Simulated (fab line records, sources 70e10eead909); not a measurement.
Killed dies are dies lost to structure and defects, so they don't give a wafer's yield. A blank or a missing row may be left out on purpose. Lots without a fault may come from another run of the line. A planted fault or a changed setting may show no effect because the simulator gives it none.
A struck lot beside a sound one | flow nand_harc | 14 steps out of a route of 1302
Sound: wafers L135.1, L135.5, L135.6. Struck: wafers L138.2, L138.4, L138.5. The cause comes at the end.
At each step with rows: each side's tool, then ch and its chambers, then its first start. Under that, the readings that differ: sound wafers | struck wafers | difference of the means | sigmas: that difference in standard deviations of wafers without a fault.
alike: readings whose means differ by less than 2 such deviations, and words and numbers that are the same on both sides. not compared: withheld readings, readings that some wafer has no value for, bounds like >300 that may hide the same value, and numbers for which the record gives no deviation and whose values overlap.
The two part at a step that has a row with sigmas, a row that says differs or no value, or rows on one side only. Numbers that don't overlap but have no deviation are shown without sigmas and don't part them. A reading that every wafer of one side lacks parts them only if that side has two wafers or more.

NHARC_P_ZERO_WELL_INSPECT_43:
  sound on defect_inspect-02, day 4 15:29; struck on defect_inspect-02, day 5 21:38
  alike: raw_defect_count
then, 11 steps without rows for these wafers: NHARC_P_STI_ETCH_26 (etches SiO2 in dHF, target depth 11 nm); NHARC_P_STI_PRECLEAN_27 (cleans in SC1); NHARC_P_STI_SRD_28; NHARC_P_STI_OXIDE_29 (material SiO2, target thk 10 nm, ox time 1362 s); NHARC_P_STI_HM_DEP_30 (deposits Si3N4, target thk 80 nm, time 873 s); NHARC_P_STI_DEHYDRATE_01 (time 120 s); NHARC_P_STI_HMDS_02 (time 30 s); NHARC_P_STI_COAT_41 (time 65 s); NHARC_P_STI_COAT_03 (resist thk 600 nm); NHARC_P_STI_SOFTBAKE_04 (time 70 s); NHARC_P_STI_EBR_05.
NHARC_P_STI_EXPOSE_06: exposes mask P STI, target cd 200 nm.
  sound on krf_scanner-04 ch 0, day 5 08:18; struck on krf_scanner-02 ch 0, day 6 14:11
  reading | sound                   | struck                           | difference | sigmas
  mask    | P_STI#0 P_STI#0 P_STI#0 | P_STI_R1#0 P_STI_R1#0 P_STI_R1#0 | differs    |
then, 1 step without rows for these wafers: NHARC_P_STI_PEB_07 (peb time 80 s).

WHERE THEY PART
Only at NHARC_P_STI_EXPOSE_06, within this record.

WHY: what the simulator had put in
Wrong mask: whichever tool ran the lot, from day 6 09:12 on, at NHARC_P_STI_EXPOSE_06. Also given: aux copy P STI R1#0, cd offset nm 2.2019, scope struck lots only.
